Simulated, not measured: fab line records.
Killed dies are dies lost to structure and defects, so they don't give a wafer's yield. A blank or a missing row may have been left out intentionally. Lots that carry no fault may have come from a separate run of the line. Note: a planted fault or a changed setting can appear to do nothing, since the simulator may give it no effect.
fab line records	flow n5_finfet
record: lots: 6	wafers: 15	last_day: 17
route steps=1938 shown BEOL_M4@1096 PASSIVATION@1936
lots that met no fault: from a run of the same line without faults
start_h: start of the lot's first displayed wafer, in hours after the record's first day	wait_h: hours elapsed since this lot's preceding step	" repeats the value in the row above	L1.1+2: one row covering several wafers at once	- no value, or no start given	* or withheld: withheld	< > ~ a bound
route shown NAME@n: names a module that has steps shown in the file, with the first one's number in the route	usual: mean and standard deviation over wafers with no fault	same: alike in all rows	chamber/n: place in a boat	sites: per-site readings	_std_site: how widely they spread, as a standard deviation	_edge_site: mean of outer sites minus mean of inner sites	radius_mm: for every site, how far away it sits from the centre of the wafer	mask NAME#n: copy n	behind: the tool/chamber that last shaped the wafer	hold: the reason the lot was held/the length of the hold in hours/how it ended	device: whichever transistor did not switch (one of n, p or np)	end of line: the route-end tests of the same wafers	for a step that has no rows: nothing shown but its recipe	killed: dies lost to structure and defects at the first sort, not the wafer's yield	map: per-die view of a wafer (x killed, . not killed, _ where there is no die)
set.NAME: the setting the step ran with; set.NAME@STEP: the setting that earlier step ran with	model.NAME: the simulator's own value behind a step, which no gauge read
certain route steps with their lots: each step a table, each wafer a row
services: the hour from which a tool's chamber was out of use, counted from the record's first day as start_h (under 0 if before that day), plus the number of hours and why
== steps ==
step: N5_BEOL_M4_SPUTTER_92
recipe: material: Cu	target_thk_a: 45	temp_c: -20	chamber_pressure_pa: 0.07	power_w: withheld	time_s: 8.29
usual: throttle_valve_pct: 30.1/0.92
lot.wafer	tool	chamber	start_h	wait_h	throttle_valve_pct
L625.2	pvd_sputter-01	-	170.68	0.1	29.6
L625.5	"	-	"	"	31.6
L630.1	pvd_sputter-02	-	207.81	0.1	29.3
L630.6	"	-	"	"	28.7
L635.1	pvd_sputter-02	-	238.70	0.1	30.4
L635.3	"	-	"	"	29.7
L635.5	"	-	"	"	29.5
L640.3	pvd_sputter-02	-	275.17	0.1	29.4
L640.5	"	-	"	"	29.0
L640.6	"	-	"	"	29.3
L641.2	pvd_sputter-02	-	278.87	0.1	29.2
L641.6	"	-	"	"	29.5
L644.1	pvd_sputter-02	-	298.57	0.1	30.0
L644.2	"	-	"	"	29.7
L644.5	"	-	"	"	29.0
step: N5_BEOL_M4_ANNEAL_93
recipe: temp_c: 400	time_s: 240	ambient: vacuum
usual: heater_power_w: 804/87
lot.wafer	tool	chamber	start_h	wait_h	heater_power_w
L625.2	pvd_sputter-01	-	170.76	0.0	965
L625.5	"	-	"	"	884
L630.1	pvd_sputter-02	-	207.89	0.0	842
L630.6	"	-	"	"	839
L635.1	pvd_sputter-02	-	238.78	0.0	770
L635.3	"	-	"	"	712
L635.5	"	-	"	"	714
L640.3	pvd_sputter-02	-	275.25	0.0	711
L640.5	"	-	"	"	842
L640.6	"	-	"	"	706
L641.2	pvd_sputter-02	-	278.95	0.0	697
L641.6	"	-	"	"	707
L644.1	pvd_sputter-02	-	298.65	0.0	778
L644.2	"	-	"	"	702
L644.5	"	-	"	"	858
step: N5_BEOL_M4_SPUTTER_94
recipe: material: Cu	target_thk_a: 45	temp_c: -20	chamber_pressure_pa: 0.07	power_w: withheld	time_s: 8.29
step: N5_BEOL_M4_ANNEAL_95
recipe: temp_c: 400	time_s: 240	ambient: vacuum
step: N5_BEOL_M4_SPUTTER_96
recipe: material: Cu	target_thk_a: 45	temp_c: -20	chamber_pressure_pa: 0.07	power_w: withheld	time_s: 8.29
step: N5_BEOL_M4_ECD_50
recipe: material: Cu	target_thk_a: 3000
step: N5_BEOL_M4_ANNEAL_51
recipe: temp_c: 225	time_s: 90	ambient: N2
usual: wafer_temp_C_max: 225.84/0.25
lot.wafer	tool	chamber	start_h	wait_h	wafer_temp_C_max
L625.2	rtp_anneal-01	0	171.36	0.1	225.69
L625.5	"	0	"	"	225.29
L630.1	rtp_anneal-01	0	208.44	0.1	226.20
L630.6	"	0	"	"	225.90
L635.1	rtp_anneal-01	0	239.36	0.1	226.03
L635.3	"	0	"	"	226.07
L635.5	"	0	"	"	226.09
L640.3	rtp_anneal-02	0	275.91	0.1	225.81
L640.5	"	0	"	"	225.70
L640.6	"	0	"	"	225.70
L641.2	rtp_anneal-02	0	279.55	0.1	226.00
L641.6	"	0	"	"	225.64
L644.1	rtp_anneal-01	0	299.20	0.1	226.01
L644.2	"	0	"	"	226.27
L644.5	"	0	"	"	225.77
step: N5_BEOL_M4_CMP_52
recipe: stop_on: SiOC	t_overpolish_s: 6.8	down_force_psi: 1	platen_rpm: 50	clearing_platen_down_force_psi: 1.5	clearing_platen_rpm: 50	post_cmp_clean: cu_alkaline	target_thk_nm: 40	clearing_platen_pad_velocity_m_s: 0.99484	pad_velocity_m_s: 0.99484
step: N5_BEOL_M4_THK_MEAS_53
recipe: thk_meas_gauge: xrf	reads: Cu_of_BEOL_M4_ECD_50
usual: M4_THK: 42.1/1.6
lot.wafer	tool	chamber	start_h	wait_h	M4_THK[nm]
L625.2	film_metro-02	-	171.91	-	41.4
L625.5	"	-	"	"	39.8
L630.1	film_metro-02	-	209.04	-	42.2
L630.6	"	-	"	"	43.7
L635.1	film_metro-02	-	239.95	-	45.2
L635.3	"	-	"	"	43.7
L635.5	"	-	"	"	45.7
L640.3	film_metro-02	-	276.41	-	42.8
L640.5	"	-	"	"	42.9
L640.6	"	-	"	"	42.3
L641.2	film_metro-02	-	280.11	-	45.0
L641.6	"	-	"	"	42.7
L644.1	film_metro-01	-	299.79	-	41.2
L644.2	"	-	"	"	42.6
L644.5	"	-	"	"	43.4
step: N5_BEOL_M4_PRE_CLEAN_60
recipe: gas: NH3/H2	time_s: 15	temp_c: *	rf_power_w: 300
usual: heater_power_w: 83/20	rf_fwd_power_W: 296.6/1.3
lot.wafer	tool	chamber	start_h	wait_h	heater_power_w	rf_fwd_power_W
L625.2	cvd_co-02	0	171.95	0.0	106	297.7
L625.5	"	1	"	"	81	295.8
L630.1	cvd_co-01	0	209.07	0.0	94	296.8
L630.6	"	1	"	"	56	297.6
L635.1	cvd_co-02	1	239.99	0.0	80	297.4
L635.3	"	2	"	"	98	293.1
L635.5	"	2	"	"	100	294.4
L640.3	cvd_co-02	0	276.45	0.0	108	299.1
L640.5	"	1	"	"	80	295.8
L640.6	"	2	"	"	101	295.7
L641.2	cvd_co-01	2	280.15	0.0	57	297.3
L641.6	"	1	"	"	56	297.0
L644.1	cvd_co-02	1	299.83	0.0	78	294.2
L644.2	"	0	"	"	107	297.6
L644.5	"	1	"	"	80	295.0
step: N5_BEOL_M4_CO_CAP_55
recipe: material: Co	target_thk_a: 20	temp_c: 200	precursor: CCTBA/H2	pressure_torr: 30	time_s: 102.1
usual: heater_power_w: 233/24
lot.wafer	tool	chamber	start_h	wait_h	heater_power_w
L625.2	cvd_co-02	0	171.99	0.0	263
L625.5	"	1	"	"	230
L630.1	cvd_co-01	0	209.11	0.0	252
L630.6	"	1	"	"	200
L635.1	cvd_co-02	1	240.03	0.0	232
L635.3	"	2	"	"	258
L635.5	"	2	"	"	265
L640.3	cvd_co-02	0	276.49	0.0	260
L640.5	"	1	"	"	227
L640.6	"	2	"	"	253
L641.2	cvd_co-01	2	280.19	0.0	202
L641.6	"	1	"	"	197
L644.1	cvd_co-02	1	299.87	0.0	236
L644.2	"	0	"	"	263
L644.5	"	1	"	"	232
step: N5_BEOL_M4_PRE_CLEAN_56
recipe: gas: NH3	time_s: 15	temp_c: withheld	rf_power_w: 300
step: N5_BEOL_M4_DEP_57
recipe: material: SiCN	target_thk_a: 80	temp_c: withheld	precursor: 3MS/NH3	pressure_torr: 3	rf_w: 202	time_s: 14
usual: rf_fwd_power_W: 199.5/1.1	showerhead_plenum_p_Torr: 3.663/0.011	throttle_valve_pct: 9.0/0.47
lot.wafer	tool	chamber	start_h	wait_h	rf_fwd_power_W	showerhead_plenum_p_Torr	throttle_valve_pct	model.SiCN_of_BEOL_M4_DEP_57.thk_nm
L625.2	pecvd-01	2	172.10	0.0	196.9	3.670	8.3	7.8
L625.5	"	1	"	"	200.4	3.663	9.6	7.8
L630.1	pecvd-04	0	209.24	0.0	201.2	3.653	8.9	7.8
L630.6	"	0	"	"	199.9	3.650	9.0	8
L635.1	pecvd-04	1	240.14	0.0	-	3.663	9.2	7.6
L635.3	"	2	"	"	198.7	3.666	8.9	7.8
L635.5	"	2	"	"	198.5	3.665	9.0	8.2
L640.3	pecvd-04	0	276.64	0.0	198.7	3.654	9.1	8
L640.5	"	1	"	"	-	3.665	9.4	7.8
L640.6	"	0	"	"	198.9	3.658	9.1	8
L641.2	pecvd-02	0	280.32	0.0	198.8	3.647	9.6	7.8
L641.6	"	0	"	"	198.4	3.649	9.3	8
L644.1	pecvd-02	0	299.99	0.0	198.9	3.644	9.6	8
L644.2	"	1	"	"	200.0	3.670	9.6	7.8
L644.5	"	2	"	"	198.7	3.684	9.1	7.8
step: N5_BEOL_M4_RS_MEAS_58
recipe: thk_meas_gauge: four-point-probe	reads: Co_of_BEOL_M4_CO_CAP_55+Cu_of_BEOL_M4_ECD_50+Co_of_BEOL_M4_CVD_47+TaN_of_BEOL_M4_ALD_84
usual: M4_RS: 0.66/0.032
lot.wafer	tool	chamber	start_h	wait_h	M4_RS[ohm/sq]
L625.2	film_metro-02	-	172.17	0.1	0.67
L625.5	"	-	"	"	0.71
L630.1	film_metro-02	-	209.33	0.1	0.65
L630.6	"	-	"	"	0.62
L635.1	film_metro-01	-	240.21	0.0	0.60
L635.3	"	-	"	"	0.63
L635.5	"	-	"	"	0.59
L640.3	film_metro-01	-	276.70	0.1	0.65
L640.5	"	-	"	"	0.65
L640.6	"	-	"	"	0.66
L641.2	film_metro-02	-	280.40	0.1	0.60
L641.6	"	-	"	"	0.64
L644.1	film_metro-01	-	300.06	0.1	0.68
L644.2	"	-	"	"	0.65
L644.5	"	-	"	"	0.63
step: N5_BEOL_M4_RC_MEAS_101
usual: DIBL_N: 36.3/1.6	DIBL_P: 36.2/2	IOFF_N: 0.160/0.028	IOFF_P: 0.21/0.036	ION_N: 677/11	ION_P: 465/6.9	SS_N: 71.5/0.55	SS_P: 73.3/0.64	VT_N: 250/3	VT_P: -250/3.5
lot.wafer	tool	chamber	start_h	wait_h	DIBL_N[mV/V]	DIBL_P[mV/V]	IOFF_N[nA/um]	IOFF_P[nA/um]	ION_N[uA/um]	ION_P[uA/um]	SS_N[mV/dec]	SS_P[mV/dec]	VT_N[mV]	VT_P[mV]
L625.2	prober-01	0	172.38	0.2	37.8	39.3	0.211	0.25	693	463	71.6	74.3	245	-248
L625.5	"	0	"	"	33.7	34.1	0.122	0.17	663	459	70.6	72.7	253	-252
L630.1	prober-01	0	209.38	0.0	34.4	35.6	0.137	0.18	665	458	71.1	73.2	252	-253
L630.6	"	0	"	"	34.7	35.1	0.145	0.18	668	458	71.2	72.6	249	-251
L635.1	prober-02	0	240.26	0.0	35.6	33.1	0.130	0.17	673	462	71.7	73.1	254	-255
L635.3	"	0	"	"	36.5	33.7	0.143	0.18	667	455	72.3	73.3	252	-254
L635.5	"	0	"	"	37.0	34.1	0.132	0.18	665	459	72.1	73.2	255	-254
L640.3	prober-02	0	277.06	0.3	36.4	37.5	0.163	0.22	686	468	71.4	73.2	249	-251
L640.5	"	0	"	"	33.8	33.3	0.114	0.17	658	459	70.8	72.3	256	-254
L640.6	"	0	"	"	34.0	35.1	0.117	0.18	658	459	71.4	73.5	253	-255
L641.2	prober-01	0	280.61	0.2	37.2	37.2	0.156	0.20	675	459	71.4	73.1	252	-251
L641.6	"	0	"	"	37.4	38.1	0.176	0.22	680	465	72.3	73.5	249	-249
L644.1	prober-02	0	300.11	0.0	33.7	34.0	0.133	0.18	688	476	71.1	72.9	251	-252
L644.2	"	0	"	"	36.8	37.3	0.173	0.23	677	471	71.3	73.4	249	-247
L644.5	"	0	"	"	34.8	35.1	0.150	0.20	670	464	71.4	73.5	250	-247
step: N5_PASSIVATION_PROBE_49
usual: defect_limited_yield: 91.2/1.5	killed_at_M0_to_M3: 36/10	killed_at_M4_up: 13/6	killed_at_contacts: 11/5.2	killed_at_front_end: 40/11	killed_at_other: 3.1/2.9	killed_dies: 104/17	killed_open: 66/12	killed_short: 34/7.7	sort_bin_5_function: 5.1/0.91	sort_bin_6_memory: 3.2/0.67	sort_n_pass: 1076/17	sort_yield_pct: 91.2/1.5
same: gross_dies: 1180	killed_at_back_side: 0	sort_bin_4_leakage[%]: 0	sort_bin_8_speed[%]: 0
lot.wafer	tool	chamber	start_h	wait_h	defect_limited_yield[%]	killed_at_M0_to_M3	killed_at_M4_up	killed_at_contacts	killed_at_front_end	killed_at_other	killed_dies	killed_open	killed_short	sort_bin_5_function[%]	sort_bin_6_memory[%]	sort_n_pass	sort_yield_pct[%]
L635.1	prober-02	-	349.31	0.0	92.0	39	10	8	36	1	94	57	37	4.6	3.2	1086	92.0
L635.3	prober-02	-	349.41	0.1	91.2	44	11	2	47	0	104	71	30	5.8	2.7	1076	91.2
L635.5	prober-02	-	349.51	0.2	91.0	46	9	12	36	3	106	62	44	5.3	3.5	1074	91.0
L640.3	prober-01	-	374.79	0.1	91.2	44	22	4	34	0	104	65	38	4.8	3.5	1076	91.2
L640.5	prober-01	-	374.89	0.2	87.8	43	12	25	64	0	144	90	43	6.5	4.5	1036	87.8
L640.6	prober-01	-	374.94	0.3	92.0	24	6	4	60	0	94	58	34	4.5	3.1	1086	92.0
L641.2	prober-01	-	388.72	0.1	91.4	37	6	7	47	4	101	59	40	4.6	3.6	1079	91.4
L641.6	prober-01	-	388.92	0.3	89.8	51	2	20	45	2	120	81	37	6.1	3.8	1060	89.8
killed by level:class
L635.1 FIN_SAQP:geometric_particle:open=13 BEOL_M0_SAQP:geometric_particle:short=11 FIN_SAQP:geometric_particle:short=10 BEOL_M3:geometric_particle:open=10 STI_FIN_REVEAL:geometric_particle:open=6 BEOL_M0_SAQP:geometric_particle:open=5 MOL_CONTACT_COAG:geometric_particle:open=5 BEOL_M2:geometric_particle:open=5
L635.3 FIN_SAQP:geometric_particle:open=11 BEOL_M3:geometric_particle:open=10 BEOL_M2:geometric_particle:open=10 FIN_SAQP:geometric_particle:short=9 STI_FIN_REVEAL:geometric_particle:open=7 BEOL_M0_SAQP:geometric_particle:short=6 BEOL_M0_SAQP:geometric_particle:open=6 DUMMY_GATE:geometric_particle:open=5
L635.5 BEOL_M0_SAQP:geometric_particle:short=20 BEOL_M0_SAQP:geometric_particle:open=10 MOL_CONTACT_COAG:geometric_particle:open=9 FIN_SAQP:geometric_particle:short=8 FIN_SAQP:geometric_particle:open=6 STI_FIN_REVEAL:geometric_particle:open=6 BEOL_M1:geometric_particle:open=6 GATE_CUT:geometric_particle:short=5
L640.3 STI_FIN_REVEAL:geometric_particle:open=12 BEOL_M0_SAQP:geometric_particle:short=10 BEOL_M0_SAQP:geometric_particle:open=9 FIN_SAQP:geometric_particle:short=7 BEOL_M1:geometric_particle:open=7 BEOL_M3:geometric_particle:open=6 BEOL_M6:geometric_particle:open=6 BEOL_M1:geometric_particle:short=5
L640.5 MOL_CONTACT_COAG:geometric_particle:open=23 STI_FIN_REVEAL:geometric_particle:open=14 FIN_SAQP:geometric_particle:open=10 FIN_SAQP:geometric_particle:short=10 BEOL_M3:geometric_particle:open=10 HKMG_FIN:area_etch=9 BEOL_M0_SAQP:geometric_particle:short=8 GATE_CUT:geometric_particle:short=7
L640.6 STI_FIN_REVEAL:geometric_particle:open=15 FIN_SAQP:geometric_particle:short=12 FIN_SAQP:geometric_particle:open=11 BEOL_M0_SAQP:geometric_particle:open=6 BEOL_M0_SAQP:geometric_particle:short=6 DUMMY_GATE:geometric_particle:open=4 BEOL_M3:geometric_particle:open=4 FIN_CUT:geometric_particle:short=3
L641.2 FIN_SAQP:geometric_particle:open=12 FIN_SAQP:geometric_particle:short=11 BEOL_M0_SAQP:geometric_particle:short=10 BEOL_M0_SAQP:geometric_particle:open=9 BEOL_M3:geometric_particle:open=8 STARTING-WAFER:geometric_particle:short=8 DUMMY_GATE:geometric_particle:open=7 MOL_CONTACT_COAG:geometric_particle:open=6
L641.6 MOL_CONTACT_COAG:geometric_particle:open=18 BEOL_M0_SAQP:geometric_particle:open=16 FIN_SAQP:geometric_particle:open=14 BEOL_M0_SAQP:geometric_particle:short=10 FIN_SAQP:geometric_particle:short=9 BEOL_M2:geometric_particle:open=9 BEOL_M1:geometric_particle:open=5 BEOL_M3:geometric_particle:open=5
== services ==
tool	chamber	start_h	hours	kind
pecvd-01	-	158.67	0.7	repair
cvd_co-01	0	163.50	9.1	repair
pecvd-04	2	181.58	5.5	scheduled_down
pecvd-04	-	186.89	6.0	pm
pecvd-04	1	198.86	14.1	repair
pecvd-04	2	217.99	6.7	repair
pecvd-01	1	218.87	5.0	scheduled_down
rtp_anneal-02	-	236.21	4.7	pm
pecvd-04	2	246.07	5.5	scheduled_down
pecvd-04	2	251.58	-	clean
pecvd-04	2	251.58	-	consumable_replace:showerhead
pecvd-04	2	251.58	29.0	scheduled_down
pecvd-04	2	251.58	29.0	vent_cycle
pvd_sputter-01	-	265.60	4.9	repair
== key ==
first_sign none at tools or gauges
model_effect: step: N5_BEOL_M4_DEP_57	value: SiCN_of_BEOL_M4_DEP_57.thk_nm	without: 8.1	struck: 7.7
met_at N5_BEOL_M4_DEP_57
struck_wafers L635.1,L640.5
fault: kind: process_parameter_drift	tool: pecvd-04	chamber: 1	onset_h: 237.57	steps: N5_BEOL_M4_DEP_57	channel: time_s	offset: *	shape: step	end_h: 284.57	acts_in: *	stated: *
